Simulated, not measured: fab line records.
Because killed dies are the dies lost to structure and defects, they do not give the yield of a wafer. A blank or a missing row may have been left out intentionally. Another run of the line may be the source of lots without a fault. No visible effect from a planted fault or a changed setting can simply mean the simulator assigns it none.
Split-lot experiment ; flow n5 finfet ; on a route of 1938 steps: 7 lots, 21 wafers read

ABOUT THE SPLIT
At N5_BEOL_M4_DEP_57 (deposits SiCN from 3MS/NH3, target thk 8 nm, time 14 s), the setting time s was moved away from the recipe's 14 s on 6 of the 21 wafers read, by -12.6% to +9.3%. This setting was run at the recipe's value on the other wafers.

Reading taken at the split's own step.

THE READING
SiCN_of_BEOL_M4_DEP_57.thk nm (the simulator's own value, which no gauge read), in nm, at N5_BEOL_M4_DEP_57 (deposits SiCN from 3MS/NH3, target thk 8 nm, time 14 s). No usual value for it is given in the file. The 15 wafers here that ran the recipe average 8.1 nm, standard deviation 0.14 nm.

wafer;tool, chamber at the split;time s as run, s;against the recipe;SiCN_of_BEOL_M4_DEP_57.thk nm, nm;against lot-mates on the recipe
L074.1;pecvd-02, 0;12.27;-12.4%;7;-1.1
L074.3;pecvd-02, 2;14;recipe;8;-
L074.5;pecvd-02, 2;14;recipe;8.2;-
L079.1;pecvd-01, 2,1;14;recipe;8;-
L079.4;pecvd-01, 2,1;14;recipe;8;-
L079.5;pecvd-01, 2;14;recipe;8.2;-
L078.3;pecvd-01, 0,1;14;recipe;8.2;-
L078.4;pecvd-01, 0,1;14;recipe;8.2;-
L078.5;pecvd-01, 2;14;recipe;8.4;-
L086.3;pecvd-01, 1,0,1;14;recipe;8.2;-
L086.4;pecvd-01, 1,0,1;14;recipe;8.2;-
L086.6;pecvd-01, 1,0,1;14;recipe;8.2;-
L090.1;pecvd-01, 2;12.24;-12.6%;7;-1.2
L090.5;pecvd-01, 1;12.24;-12.6%;7.2;-1.0
L090.6;pecvd-01, 0;14;recipe;8.2;-
L091.1;pecvd-02, 0;15.3;+9.3%;8.6;+0.6
L091.3;pecvd-02, 2;14;recipe;8;-
L091.5;pecvd-02, 0;15.3;+9.3%;8.8;+0.8
L094.1;pecvd-02, 0;14;recipe;8;-
L094.3;pecvd-02, 2;14.72;+5.1%;8.2;+0.3
L094.6;pecvd-02, 0;14;recipe;7.8;-
When a row names more than one chamber, that row covers several wafers, and the file does not tell which wafer ran in which chamber.

THE FIT
A straight line over all 21 wafers: SiCN_of_BEOL_M4_DEP_57.thk nm changes by +0.075 nm for each +1% of time s; r = +0.94; the points scatter about the line by 0.16 nm.
The same after taking each lot's own level away (the mean of its wafers on the recipe; 21 wafers): +0.0831 nm for each +1%; r = +0.98; scatter 0.092 nm.
According to that fit, moving time s by its largest amount changes the reading by 1 nm.
Across the lots, their own levels run from 7.90 to 8.27 nm, a range of 2.6 times the standard deviation given above.
Hence the lot-to-lot level has little effect on the slope; both slopes agree.
Check: -1.02 nm against its lot-mates is what the line predicts for one of the wafers moved furthest among these (-12.6%) when that wafer is left out of the fit. It came out at -1.2 nm against them.

FILE'S OWN FIT
SiCN_of_BEOL_M4_DEP_57.thk nm changes by +0.0838 nm for each +1% of time s, r = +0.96.
